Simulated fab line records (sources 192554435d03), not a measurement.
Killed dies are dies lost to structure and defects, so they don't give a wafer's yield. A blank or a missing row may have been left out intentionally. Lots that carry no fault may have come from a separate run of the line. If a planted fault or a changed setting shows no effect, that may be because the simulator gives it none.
fab line records + flow n5-finfet
record
- lots=5
- wafers=15
- last-day=17
route steps=1938 shown BEOL_M3@981 BEOL_M4@1111 PASSIVATION@1936
lots untouched by any fault: they come from a run of this same line in which no faults occurred
start-h: the number of hours between the record's first day and the start of the first shown wafer of the lot + wait-h: hours elapsed since this lot's preceding step + " identical to the entry in the row above + L1.1+2: a single row standing in for several wafers + - no value, or no start given + * or withheld: withheld + < > ~ a bound
route shown NAME@n: names a module that has steps shown in the file, with the first one's number in the route + usual: mean/standard deviation taken from wafers without a fault + same: alike in all rows + chamber/n: place in a boat + sites: each site's reading + _std_site: the standard deviation of these + _edge_site: inner sites' mean taken away from outer sites' mean + radius-mm: for every site, how far away it sits from the centre of the wafer + mask NAME#n: copy n + behind: tool/chamber where the wafer was last shaped + hold: the reason the lot was held/the length of the hold in hours/how it ended + device: the transistor (n, p or np) that didn't switch + end of line: tests of these same wafers at the route's end + a step without rows: its recipe alone + killed: the dies lost at the first sort to structure and to defects; this is not the yield of the wafer + map: shows each die of a wafer: x if killed, . if not, _ if none is there
set.NAME: setting as actually run; set.NAME@STEP: the setting as run at that earlier step + model.NAME: the simulator's own value behind a step, which no gauge read
a table for each step, a row for each wafer; lots at some steps of the route
services: from which hour (start-h, from the record's first day; less than 0 if before it) a tool's chamber was out of use, for how many hours, and why
## steps
# step N5_BEOL_M3_ETCH_41
# recipe
- chemistry=CH3F/O2
- target=SiCN
- target-depth-a=299
- taper-deg=2
- time-s=52.5
- ion-energy-ev=120
- mask-material=TiN
- pressure-mtorr=30
- source-w=395
- bias-w=75
- Ar_flow_sccm=150
- CH3F_flow_sccm=30
- O2_flow_sccm=20
# step N5_BEOL_M3_STRIP_97
# recipe
- chemistry=N2/H2
- time-s=10
- power-w=450
- temp-c=40
- pressure-mtorr=20
- rf-frequency-hz=6e+07
- bias-power-w=7
- n2-flow-sccm=200
- h2-flow-sccm=200
# usual
- drypump-motor-current-A=5.6/0.43
- oes-product-au=0.79/0.096
- rf-vpp-V=59.3/0.86
- showerhead-plenum-p-Torr=2.58/0.082
- throttle-valve-pct=23.8/0.39
# same
- time-s=10
| lot.wafer | tool        | chamber | start-h | wait-h | drypump-motor-current-A | oes-product-au | rf-hours-counter-h | rf-vpp-V | showerhead-plenum-p-Torr | throttle-valve-pct |
|-----------|-------------|---------|---------|--------|-------------------------|----------------|--------------------|----------|--------------------------|--------------------|
| L954.4    | rie-diel-02 | 3       | -       | -      | 5.4                     | 0.88           | -                  | 58.9     | 2.71                     | 23.7               |
| L954.5    | "           | 0       | "       | "      | 6.0                     | 0.73           | -                  | 58.9     | 2.52                     | 23.9               |
| L954.6    | "           | 1       | "       | "      | 5.9                     | 0.71           | -                  | 60.0     | 2.65                     | 24.2               |
| L962.2    | rie-diel-04 | 2       | -       | -      | 4.9                     | 0.79           | 110                | 57.1     | 2.56                     | 23.4               |
| L962.3    | "           | 3       | "       | "      | 5.0                     | 0.85           | 51                 | 59.2     | 2.58                     | 23.2               |
| L962.6    | "           | 2       | "       | "      | 4.9                     | 0.79           | -                  | 60.7     | 2.56                     | 23.4               |
| L964.2    | rie-diel-05 | 3       | -       | -      | 5.3                     | 0.96           | 5                  | 58.8     | 2.51                     | 24.0               |
| L964.3    | "           | 2       | "       | "      | 5.8                     | 0.87           | 45                 | 59.3     | 2.48                     | 23.4               |
| L964.6    | "           | 0       | "       | "      | 6.4                     | 0.69           | -                  | 60.4     | 2.60                     | 24.1               |
| L965.1    | rie-diel-04 | 3       | -       | -      | 5.0                     | 0.86           | 54                 | 60.1     | 2.57                     | 23.2               |
| L965.3    | "           | 2       | "       | "      | 4.9                     | 0.79           | 113                | 58.7     | 2.56                     | 23.4               |
| L965.4    | "           | 2       | "       | "      | 4.9                     | 0.78           | -                  | 58.7     | 2.56                     | 23.4               |
| L966.2    | rie-diel-02 | 0       | -       | -      | 6.1                     | 0.71           | 225                | 60.0     | 2.50                     | 24.0               |
| L966.5    | "           | 2       | "       | "      | 5.7                     | 0.91           | -                  | 57.6     | 2.49                     | 23.7               |
| L966.6    | "           | 1       | "       | "      | 5.9                     | 0.69           | -                  | 61.4     | 2.64                     | 24.3               |
# step N5_BEOL_M3_OCD_MEAS_38
# usual
- trench-depth-nm=54.9/1.3
| lot.wafer | tool   | chamber | start-h | wait-h | trench-depth-nm |
|-----------|--------|---------|---------|--------|-----------------|
| L954.4    | ocd-01 | -       | 207.40  | -      | 55.6            |
| L954.5    | "      | -       | "       | "      | 52.6            |
| L954.6    | "      | -       | "       | "      | 52.7            |
| L962.2    | ocd-02 | -       | 259.86  | -      | 56.4            |
| L962.3    | "      | -       | "       | "      | 56.2            |
| L962.6    | "      | -       | "       | "      | 56.6            |
| L964.2    | ocd-02 | -       | 267.10  | -      | 56.0            |
| L964.3    | "      | -       | "       | "      | 55.8            |
| L964.6    | "      | -       | "       | "      | 54.4            |
| L965.1    | ocd-02 | -       | 267.98  | -      | 55.2            |
| L965.3    | "      | -       | "       | "      | 56.2            |
| L965.4    | "      | -       | "       | "      | 55.9            |
| L966.2    | ocd-02 | -       | 297.04  | -      | 53.8            |
| L966.5    | "      | -       | "       | "      | 56.6            |
| L966.6    | "      | -       | "       | "      | 54.1            |
# step N5_BEOL_M3_HM_STRIP_39
# recipe
- chemistry=peroxide-tin-strip
- material=TiN
- target-depth-a=250
- temp-c=50
- time-s=158
# step N5_BEOL_M3_SRD_40
# recipe
- time-s=30
- temp-c=23
- rinse-liquid=diw
- dry=ipa-marangoni
# step N5_BEOL_M3_PRECLEAN_42
# recipe
- chemistry=residue-remover
- time-s=60
- temp-c=40
# step N5_BEOL_M3_SRD_43
# recipe
- time-s=30
- temp-c=23
- rinse-liquid=diw
- dry=ipa-marangoni
# step N5_BEOL_M3_CD_MEAS_35
# recipe
- target-cd-nm=18
- target-cd-y-nm=21
- polarity=opening
# usual
- cd-nm=18.0/0.39
| lot.wafer | tool      | chamber | start-h | wait-h | cd-nm |
|-----------|-----------|---------|---------|--------|-------|
| L954.4    | cd-sem-01 | -       | 207.56  | 0.0    | 17.9  |
| L954.5    | "         | -       | "       | "      | 17.3  |
| L954.6    | "         | -       | "       | "      | 18.3  |
| L962.2    | cd-sem-01 | -       | 260.01  | 0.0    | 18.2  |
| L962.3    | "         | -       | "       | "      | 17.7  |
| L962.6    | "         | -       | "       | "      | 17.8  |
| L964.2    | cd-sem-01 | -       | 267.25  | 0.0    | 18.0  |
| L964.3    | "         | -       | "       | "      | 18.3  |
| L964.6    | "         | -       | "       | "      | 18.3  |
| L965.1    | cd-sem-01 | -       | 268.13  | 0.0    | 17.9  |
| L965.3    | "         | -       | "       | "      | 17.8  |
| L965.4    | "         | -       | "       | "      | 17.7  |
| L966.2    | cd-sem-03 | -       | 297.20  | 0.0    | 18.4  |
| L966.5    | "         | -       | "       | "      | 17.8  |
| L966.6    | "         | -       | "       | "      | 17.3  |
# step N5_BEOL_M3_DEGAS_44
# recipe
- ambient=vacuum
- temp-c=250
- time-s=60
# usual
- heater-power-w=342/48
# same
- time-s=60
| lot.wafer | tool           | chamber | start-h | wait-h | heater-power-w |
|-----------|----------------|---------|---------|--------|----------------|
| L954.4    | pvd-sputter-03 | -       | 207.85  | 0.3    | 356            |
| L954.5    | "              | -       | "       | "      | 355            |
| L954.6    | "              | -       | "       | "      | 305            |
| L962.2    | pvd-sputter-01 | -       | 260.58  | 0.6    | 341            |
| L962.3    | "              | -       | "       | "      | 310            |
| L962.6    | "              | -       | "       | "      | 445            |
| L964.2    | pvd-sputter-01 | -       | 268.25  | 1.0    | 343            |
| L964.3    | "              | -       | "       | "      | 361            |
| L964.6    | "              | -       | "       | "      | 350            |
| L965.1    | pvd-sputter-02 | -       | 268.43  | 0.3    | 419            |
| L965.3    | "              | -       | "       | "      | 309            |
| L965.4    | "              | -       | "       | "      | 353            |
| L966.2    | pvd-sputter-02 | -       | 297.24  | 0.0    | 403            |
| L966.5    | "              | -       | "       | "      | 311            |
| L966.6    | "              | -       | "       | "      | 282            |
# step N5_BEOL_M3_PRE_CLEAN_45
# recipe
- gas=H2/He
- time-s=30
- temp-c=250
# usual
- heater-power-w=342/48
# same
- time-s=30
| lot.wafer | tool           | chamber | start-h | wait-h | heater-power-w |
|-----------|----------------|---------|---------|--------|----------------|
| L954.4    | pvd-sputter-03 | -       | 207.89  | 0.0    | 359            |
| L954.5    | "              | -       | "       | "      | 361            |
| L954.6    | "              | -       | "       | "      | 303            |
| L962.2    | pvd-sputter-01 | -       | 260.62  | 0.0    | 346            |
| L962.3    | "              | -       | "       | "      | 310            |
| L962.6    | "              | -       | "       | "      | 439            |
| L964.2    | pvd-sputter-01 | -       | 268.29  | 0.0    | 352            |
| L964.3    | "              | -       | "       | "      | 349            |
| L964.6    | "              | -       | "       | "      | 360            |
| L965.1    | pvd-sputter-02 | -       | 268.47  | 0.0    | 418            |
| L965.3    | "              | -       | "       | "      | 306            |
| L965.4    | "              | -       | "       | "      | 353            |
| L966.2    | pvd-sputter-02 | -       | 297.28  | 0.0    | 397            |
| L966.5    | "              | -       | "       | "      | 306            |
| L966.6    | "              | -       | "       | "      | 278            |
# step N5_BEOL_M3_ALD_84
# recipe
- material=TaN
- target-thk-a=*
- temp-c=275
- ald-precursor-family=PDMAT
- ald-co-reactant=NH3
- pressure-torr=3
- carrier-flow-sccm=1500
- pulse-time-s=2
- purge-time-s=3
- co-reactant-purge-time-s=2
- co-reactant-pulse-time-s=3
- ald-cycles=30
- precursor-vessel-temp-c=75
- precursor-vessel-pressure-torr=26.25
- precursor-vessel-carrier-sccm=1000
# step N5_BEOL_M3_SURFACE_TREAT_85
# recipe
- gas=Ar
- time-s=*
- ion-energy-ev=*
- ion-current-ma-cm2=0.5
- pressure-mtorr=*
- ar-flow-sccm=30
# usual
- throttle-valve-pct=*
# same
- time-s=*
| lot.wafer | tool           | chamber | start-h | wait-h | throttle-valve-pct |
|-----------|----------------|---------|---------|--------|--------------------|
| L954.4    | pvd-sputter-02 | -       | 208.21  | 0.2    | *                  |
| L954.5    | "              | -       | "       | "      | *                  |
| L954.6    | "              | -       | "       | "      | *                  |
| L962.2    | pvd-sputter-02 | -       | 262.23  | 1.2    | *                  |
| L962.3    | "              | -       | "       | "      | *                  |
| L962.6    | "              | -       | "       | "      | *                  |
| L964.2    | pvd-sputter-02 | -       | 268.65  | 0.2    | *                  |
| L964.3    | "              | -       | "       | "      | *                  |
| L964.6    | "              | -       | "       | "      | *                  |
| L965.1    | pvd-sputter-02 | -       | 268.85  | 0.2    | *                  |
| L965.3    | "              | -       | "       | "      | *                  |
| L965.4    | "              | -       | "       | "      | *                  |
| L966.2    | pvd-sputter-01 | -       | 297.57  | 0.1    | *                  |
| L966.5    | "              | -       | "       | "      | *                  |
| L966.6    | "              | -       | "       | "      | *                  |
# step N5_BEOL_M3_CVD_47
# recipe
- material=Co
- target-thk-a=30
- temp-c=withheld
- precursor=CCTBA/H2
- pressure-torr=30
- time-s=223.8
# usual
- run-length-s=246.6/0.64
| lot.wafer | tool      | chamber | start-h | wait-h | run-length-s |
|-----------|-----------|---------|---------|--------|--------------|
| L954.4    | cvd-co-02 | 0       | 208.34  | 0.1    | 246.3        |
| L954.5    | "         | 2       | "       | "      | 323.4        |
| L954.6    | "         | 1       | "       | "      | 246.0        |
| L962.2    | cvd-co-02 | 2       | 262.35  | 0.1    | 247.5        |
| L962.3    | "         | 2       | "       | "      | 247.5        |
| L962.6    | "         | 2       | "       | "      | 248.1        |
| L964.2    | cvd-co-01 | 2       | 268.71  | 0.0    | 246.2        |
| L964.3    | "         | 1       | "       | "      | 246.9        |
| L964.6    | "         | 1       | "       | "      | 247.8        |
| L965.1    | cvd-co-01 | 2       | 268.91  | 0.0    | 246.3        |
| L965.3    | "         | 0       | "       | "      | 246.4        |
| L965.4    | "         | 0       | "       | "      | 246.7        |
| L966.2    | cvd-co-02 | 1       | 297.86  | 0.3    | 245.8        |
| L966.5    | "         | 0       | "       | "      | 246.3        |
| L966.6    | "         | 1       | "       | "      | 246.4        |
# step N5_BEOL_M3_SPUTTER_48
# recipe
- material=Cu
- target-thk-a=45
- temp-c=-20
- chamber-pressure-pa=0.07
- power-w=withheld
- time-s=8.29
# usual
- throttle-valve-pct=30.3/0.98
# same
- time-s=8.29
| lot.wafer | tool           | chamber | start-h | wait-h | throttle-valve-pct |
|-----------|----------------|---------|---------|--------|--------------------|
| L954.4    | pvd-sputter-01 | -       | 208.43  | 0.0    | 28.3               |
| L954.5    | "              | -       | "       | "      | 28.3               |
| L954.6    | "              | -       | "       | "      | 30.2               |
| L962.2    | pvd-sputter-03 | -       | 262.61  | 0.2    | 32.0               |
| L962.3    | "              | -       | "       | "      | 30.8               |
| L962.6    | "              | -       | "       | "      | 30.8               |
| L964.2    | pvd-sputter-03 | -       | 268.87  | 0.1    | 30.6               |
| L964.3    | "              | -       | "       | "      | 31.2               |
| L964.6    | "              | -       | "       | "      | 32.4               |
| L965.1    | pvd-sputter-01 | -       | 269.09  | 0.1    | 29.3               |
| L965.3    | "              | -       | "       | "      | 28.3               |
| L965.4    | "              | -       | "       | "      | 30.5               |
| L966.2    | pvd-sputter-02 | -       | 299.50  | 1.6    | 30.1               |
| L966.5    | "              | -       | "       | "      | 31.0               |
| L966.6    | "              | -       | "       | "      | 29.8               |
# step N5_BEOL_M4_RC_MEAS_101
# usual
- DIBL_N=36.6/2.1
- DIBL_P=36.5/2.7
- IOFF_N=0.17/0.043
- IOFF_P=0.22/0.045
- ION_N=674/17
- ION_P=461/9.9
- SS_N=71.7/0.79
- SS_P=73.4/0.79
- VT_N=249/4
- VT_P=-250/3.3
| lot.wafer | tool      | chamber | start-h | wait-h | DIBL_N[mV/V] | DIBL_P[mV/V] | IOFF_N[nA/um] | IOFF_P[nA/um] | ION_N[uA/um] | ION_P[uA/um] | SS_N[mV/dec] | SS_P[mV/dec] | VT_N[mV] | VT_P[mV] |
|-----------|-----------|---------|---------|--------|--------------|--------------|---------------|---------------|--------------|--------------|--------------|--------------|----------|----------|
| L954.4    | prober-02 | 0       | 218.69  | 0.5    | 38.3         | 37.9         | 0.20          | 0.25          | 688          | 470          | 72.2         | 73.6         | 247      | -248     |
| L954.5    | "         | 0       | "       | "      | 33.3         | 32.3         | 0.11          | 0.17          | 665          | 469          | 70.3         | 72.2         | 255      | -251     |
| L954.6    | "         | 0       | "       | "      | 36.2         | 36.6         | 0.15          | 0.24          | 683          | 476          | 71.2         | 73.1         | 249      | -243     |
| L962.2    | prober-02 | 0       | 275.93  | 0.2    | 38.1         | 39.4         | 0.24          | 0.26          | 713          | 478          | 71.9         | 74.1         | 243      | -247     |
| L962.3    | "         | 0       | "       | "      | 37.2         | 36.4         | 0.17          | 0.21          | 670          | 450          | 72.4         | 72.9         | 249      | -252     |
| L962.6    | "         | 0       | "       | "      | 37.1         | 37.6         | 0.20          | 0.22          | 711          | 475          | 72.0         | 73.6         | 243      | -251     |
| L964.2    | prober-01 | 0       | 282.97  | 0.2    | 37.2         | 37.1         | 0.17          | 0.24          | 668          | 456          | 71.3         | 73.7         | 249      | -245     |
| L964.3    | "         | 0       | "       | "      | 39.4         | 41.0         | 0.26          | 0.31          | 711          | 484          | 71.9         | 74.3         | 242      | -247     |
| L964.6    | "         | 0       | "       | "      | 35.5         | 35.6         | 0.14          | 0.21          | 658          | 458          | 70.4         | 73.3         | 251      | -248     |
| L965.1    | prober-02 | 0       | 284.22  | 0.0    | 33.9         | 34.9         | 0.14          | 0.17          | 679          | 459          | 71.1         | 72.9         | 251      | -251     |
| L965.3    | "         | 0       | "       | "      | 37.1         | 37.3         | 0.19          | 0.22          | 678          | 462          | 72.2         | 73.9         | 247      | -250     |
| L965.4    | "         | 0       | "       | "      | 37.5         | 36.5         | 0.20          | 0.20          | 663          | 450          | 72.2         | 73.0         | 245      | -251     |
| L966.2    | prober-02 | 0       | 314.51  | 0.2    | 35.0         | 35.9         | 0.14          | 0.21          | 664          | 456          | 71.9         | 73.2         | 250      | -249     |
| L966.5    | "         | 0       | "       | "      | 39.6         | 40.6         | 0.23          | 0.29          | 679          | 465          | 73.3         | 74.6         | 246      | -247     |
| L966.6    | "         | 0       | "       | "      | 37.6         | 39.2         | 0.20          | 0.27          | 679          | 466          | 72.0         | 73.8         | 245      | -246     |
# step N5_PASSIVATION_PROBE_49
# usual
- defect-limited-yield=91.5/1.7
- killed_at_M0_to_M3=33/11
- killed_at_M4_up=13/5.2
- killed-at-contacts=11/5.7
- killed-at-front-end=39/11
- killed-at-other=4/3
- killed-dies=101/20
- killed-on-rim=13/4.1
- killed-open=66/15
- killed-short=33/8.4
- sort_bin_5_function=5.0/1.1
- sort_bin_6_memory=3.2/0.69
- sort_bin_8_speed=0.1/0.52
- sort-n-pass=1078/20
- sort-yield-pct=91.4/1.7
# same
- gross-dies=1180
- killed-at-back-side=0
- sort_bin_4_leakage[%]=0
| lot.wafer | tool      | chamber | start-h | wait-h | defect-limited-yield[%] | killed_at_M0_to_M3 | killed_at_M4_up | killed-at-contacts | killed-at-front-end | killed-at-other | killed-dies | killed-on-rim | killed-open | killed-short | sort_bin_5_function[%] | sort_bin_6_memory[%] | sort_bin_8_speed[%] | sort-n-pass | sort-yield-pct[%] |
|-----------|-----------|---------|---------|--------|-------------------------|--------------------|-----------------|--------------------|---------------------|-----------------|-------------|---------------|-------------|--------------|------------------------|----------------------|---------------------|-------------|-------------------|
| L954.4    | prober-01 | -       | 321.30  | 0.2    | 88.6                    | 38                 | 14              | 32                 | 45                  | 6               | 135         | 16            | 100         | 35           | 6.2                    | 5.2                  | 0                   | 1045        | 88.6              |
| L954.5    | prober-01 | -       | 321.35  | 0.2    | 89.8                    | 54                 | 7               | 12                 | 42                  | 5               | 120         | 15            | 77          | 41           | 5.3                    | 4.4                  | 0.1                 | 1060        | 89.8              |
| L954.6    | prober-01 | -       | 321.40  | 0.3    | 88.1                    | 35                 | 11              | 30                 | 62                  | 2               | 140         | 25            | 90          | 40           | 6.3                    | 4.4                  | 0                   | 1040        | 88.1              |
| L962.2    | prober-02 | -       | 382.07  | 0.1    | 89.7                    | 54                 | 14              | 6                  | 46                  | 1               | 121         | 20            | 75          | 46           | 6.0                    | 4.1                  | 0                   | 1059        | 89.7              |
| L962.3    | prober-02 | -       | 382.12  | 0.1    | 91.5                    | 27                 | 14              | 9                  | 43                  | 7               | 100         | 8             | 56          | 44           | 4.8                    | 3.1                  | 0                   | 1080        | 91.5              |
| L962.6    | prober-02 | -       | 382.27  | 0.3    | 91.9                    | 43                 | 8               | 9                  | 35                  | 1               | 96          | 14            | 62          | 33           | 4.6                    | 3.2                  | 0                   | 1084        | 91.9              |
| L965.1    | prober-01 | -       | 386.67  | 0.0    | 90.9                    | 32                 | 8               | 12                 | 51                  | 4               | 107         | 13            | 72          | 34           | 5.0                    | 3.6                  | 0                   | 1073        | 90.9              |
| L965.3    | prober-01 | -       | 386.77  | 0.1    | 92.5                    | 26                 | 9               | 12                 | 36                  | 5               | 88          | 4             | 57          | 30           | 3.9                    | 3.1                  | 0                   | 1092        | 92.5              |
| L965.4    | prober-01 | -       | 386.82  | 0.2    | 92.5                    | 28                 | 5               | 11                 | 33                  | 12              | 89          | 13            | 48          | 38           | 4.5                    | 2.5                  | 0                   | 1091        | 92.5              |
| L964.2    | prober-01 | -       | 396.38  | 0.1    | 90.9                    | 27                 | 13              | 19                 | 47                  | 1               | 107         | 14            | 77          | 27           | 5.3                    | 3.5                  | 0                   | 1073        | 90.9              |
| L964.3    | prober-01 | -       | 396.43  | 0.1    | 90.3                    | 30                 | 6               | 11                 | 68                  | 0               | 115         | 10            | 78          | 35           | 6.1                    | 3.1                  | 0                   | 1065        | 90.3              |
| L964.6    | prober-01 | -       | 396.58  | 0.3    | 89.2                    | 43                 | 16              | 12                 | 54                  | 2               | 127         | 22            | 82          | 42           | 6.8                    | 3.6                  | 0                   | 1053        | 89.2              |
| L966.2    | prober-02 | -       | 410.65  | 0.1    | 91.7                    | 25                 | 11              | 19                 | 40                  | 3               | 98          | 16            | 71          | 25           | 4.2                    | 3.9                  | 0                   | 1082        | 91.7              |
| L966.5    | prober-02 | -       | 410.80  | 0.2    | 93.2                    | 27                 | 13              | 16                 | 15                  | 9               | 80          | 12            | 60          | 19           | 3.6                    | 2.9                  | 0                   | 1100        | 93.2              |
| L966.6    | prober-02 | -       | 410.85  | 0.3    | 90.1                    | 30                 | 4               | 34                 | 45                  | 4               | 117         | 19            | 75          | 40           | 6.1                    | 3.4                  | 0                   | 1063        | 90.1              |
# killed by level:class
L954.4 MOL_CONTACT_COAG:geometric-particle:open=26 STI_FIN_REVEAL:geometric-particle:open=21 BEOL_M1:geometric-particle:open=11 BEOL_M3:geometric-particle:open=9 BEOL_M0_SAQP:geometric-particle:short=8 FIN_SAQP:geometric-particle:open=6 MOL_CONTACT_COAG:geometric-particle:short=6 BEOL_M4:geometric-particle:open=6
L954.5 BEOL_M0_SAQP:geometric-particle:short=14 BEOL_M0_SAQP:geometric-particle:open=13 STI_FIN_REVEAL:geometric-particle:open=9 BEOL_M3:geometric-particle:open=9 MOL_CONTACT_COAG:geometric-particle:open=8 BEOL_M2:geometric-particle:open=7 FIN_SAQP:geometric-particle:open=5 FIN_SAQP:geometric-particle:short=5
L954.6 MOL_CONTACT_COAG:geometric-particle:open=20 STI_FIN_REVEAL:geometric-particle:open=11 MOL_CONTACT_COAG:geometric-particle:short=10 BEOL_M2:geometric-particle:open=10 HKMG_FIN:area-etch=10 GATE_CUT:geometric-particle:open=8 BEOL_M3:geometric-particle:open=8 BEOL_M0_SAQP:geometric-particle:open=7
L962.2 BEOL_M0_SAQP:geometric-particle:short=21 FIN_SAQP:geometric-particle:open=13 BEOL_M0_SAQP:geometric-particle:open=12 FIN_SAQP:geometric-particle:short=9 BEOL_M0:geometric-particle:open=7 BEOL_M2:geometric-particle:open=7 GATE_CUT:geometric-particle:short=6 BEOL_M5:geometric-particle:open=6
L962.3 FIN_SAQP:geometric-particle:open=12 FIN_SAQP:geometric-particle:short=11 GATE_CUT:geometric-particle:short=9 MOL_CONTACT_COAG:geometric-particle:open=8 BEOL_M2:geometric-particle:open=7 BEOL_M0_SAQP:geometric-particle:short=7 PAD_METAL:geometric-particle:short=6 BEOL_M3:geometric-particle:open=5
L962.6 BEOL_M0_SAQP:geometric-particle:open=15 BEOL_M0_SAQP:geometric-particle:short=11 FIN_SAQP:geometric-particle:short=8 MOL_CONTACT_COAG:geometric-particle:open=7 BEOL_M2:geometric-particle:open=6 FIN_SAQP:geometric-particle:open=5 BEOL_M3:geometric-particle:open=5 ILD0:geometric-particle:open=4
L965.1 BEOL_M3:geometric-particle:open=15 FIN_SAQP:geometric-particle:open=11 FIN_SAQP:geometric-particle:short=10 MOL_CONTACT_COAG:geometric-particle:open=10 GATE_CUT:geometric-particle:short=9 GATE_CUT:geometric-particle:open=9 BEOL_M2:geometric-particle:open=6 BEOL_M0_SAQP:geometric-particle:open=5
L965.3 BEOL_M3:geometric-particle:open=12 MOL_CONTACT_COAG:geometric-particle:open=11 GATE_CUT:geometric-particle:short=8 FIN_SAQP:geometric-particle:open=7 FIN_SAQP:geometric-particle:short=6 DUMMY_GATE:geometric-particle:open=5 BEOL_M2:geometric-particle:open=4 BEOL_M4:geometric-particle:open=4
L965.4 BEOL_M3:geometric-particle:open=14 FIN_SAQP:geometric-particle:open=7 GATE_CUT:geometric-particle:short=7 BEOL_M0_SAQP:geometric-particle:short=7 MOL_CONTACT_COAG:geometric-particle:open=6 MOL_CONTACT_COAG:geometric-particle:short=5 STI_FIN_REVEAL:geometric-particle:open=4 STARTING-WAFER:geometric-particle:short=4
L964.2 STI_FIN_REVEAL:geometric-particle:open=20 MOL_CONTACT_COAG:geometric-particle:open=15 BEOL_M0_SAQP:geometric-particle:open=9 FIN_SAQP:geometric-particle:open=8 BEOL_M0_SAQP:geometric-particle:short=7 STI_FIN_REVEAL:geometric-particle:short=5 BEOL_M2:geometric-particle:open=5 MOL_CONTACT_COAG:geometric-particle:short=4
L964.3 STI_FIN_REVEAL:geometric-particle:open=31 FIN_SAQP:geometric-particle:short=11 FIN_SAQP:geometric-particle:open=10 MOL_CONTACT_COAG:geometric-particle:open=9 BEOL_M2:geometric-particle:open=6 BEOL_M0_SAQP:geometric-particle:open=6 BEOL_M0_SAQP:geometric-particle:short=5 STI_FIN_REVEAL:geometric-particle:short=4
L964.6 FIN_SAQP:geometric-particle:open=15 FIN_SAQP:geometric-particle:short=14 BEOL_M0_SAQP:geometric-particle:open=13 MOL_CONTACT_COAG:geometric-particle:open=11 BEOL_M0_SAQP:geometric-particle:short=11 BEOL_M4:geometric-particle:open=9 BEOL_M1:geometric-particle:open=5 BEOL_M2:geometric-particle:open=5
L966.2 MOL_CONTACT_COAG:geometric-particle:open=16 STI_FIN_REVEAL:geometric-particle:open=12 BEOL_M2:geometric-particle:open=9 DUMMY_GATE:geometric-particle:open=7 ILD0:geometric-particle:open=5 BEOL_M4:geometric-particle:open=4 STARTING-WAFER:geometric-particle:open=4 MOL_CONTACT_COAG:geometric-particle:short=3
L966.5 MOL_CONTACT_COAG:geometric-particle:open=14 BEOL_M1:geometric-particle:open=8 BEOL_M0_SAQP:geometric-particle:open=7 STI_FIN_REVEAL:geometric-particle:open=5 BEOL_M2:geometric-particle:open=5 DUMMY_GATE:geometric-particle:open=3 BEOL_M0_SAQP:geometric-particle:short=3 BEOL_M4:geometric-particle:open=3
L966.6 MOL_CONTACT_COAG:geometric-particle:open=26 STI_FIN_REVEAL:geometric-particle:open=16 BEOL_M0_SAQP:geometric-particle:short=10 BEOL_M0_SAQP:geometric-particle:open=9 MOL_CONTACT_COAG:geometric-particle:short=8 DUMMY_GATE:geometric-particle:open=6 FIN_SAQP:geometric-particle:short=4 BEOL_M1:geometric-particle:open=4
## services
| tool        | chamber | start-h | hours | kind                          |
|-------------|---------|---------|-------|-------------------------------|
| rie-diel-04 | 1       | 190.80  | 1.3   | repair                        |
| cvd-co-01   | -       | 193.17  | 1.1   | repair                        |
| rie-diel-02 | 2       | 204.99  | -     | clean                         |
| rie-diel-02 | 2       | 204.99  | -     | consumable-replace:focus-ring |
| rie-diel-02 | 2       | 204.99  | 19.7  | scheduled-down                |
| rie-diel-02 | 2       | 204.99  | 19.7  | vent-cycle                    |
| rie-diel-05 | 3       | 222.62  | -     | clean                         |
| rie-diel-05 | 3       | 222.62  | -     | consumable-replace:focus-ring |
| rie-diel-05 | 3       | 222.62  | 24.3  | scheduled-down                |
| rie-diel-05 | 3       | 222.62  | 24.3  | vent-cycle                    |
| rie-diel-05 | -       | 229.87  | 0.2   | repair                        |
| rie-diel-04 | 1       | 253.38  | -     | clean                         |
| rie-diel-04 | 1       | 253.38  | -     | consumable-replace:focus-ring |
| rie-diel-04 | 1       | 253.38  | -     | consumable-replace:showerhead |
| rie-diel-04 | 1       | 253.38  | 17.5  | scheduled-down                |
| rie-diel-04 | 1       | 253.38  | 17.5  | vent-cycle                    |
| cvd-co-02   | 1       | 261.07  | 15.9  | repair                        |
| cvd-co-01   | -       | 265.49  | 1.7   | repair                        |
| rie-diel-02 | 2       | 266.68  | 5.1   | repair                        |
| cvd-co-02   | 2       | 291.02  | 36.6  | repair                        |
## key
first-sign
- step=N5_BEOL_M3_CVD_47
- reading=run-length-s
- direction=up
- sigmas=99+
- usual=*
- struck=*
effect none on later readings
met-at N5_BEOL_M3_CVD_47
struck-wafers L954.5
baseline-loss
- step=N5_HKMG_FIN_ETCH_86
- wafers=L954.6
fault
- kind=process-parameter-drift
- tool=cvd-co-02
- chamber=-
- onset-h=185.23
- steps=N5_BEOL_M3_CVD_47
- channel=time-s
- offset=*
- shape=step
- end-h=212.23
- scope=struck-wafers-only
- acts-in=*
- stated=*
# baseline-loss: these wafers lose ten dies or more at that step, a loss of the line's own and not of a fault; the sort's usual values leave them out
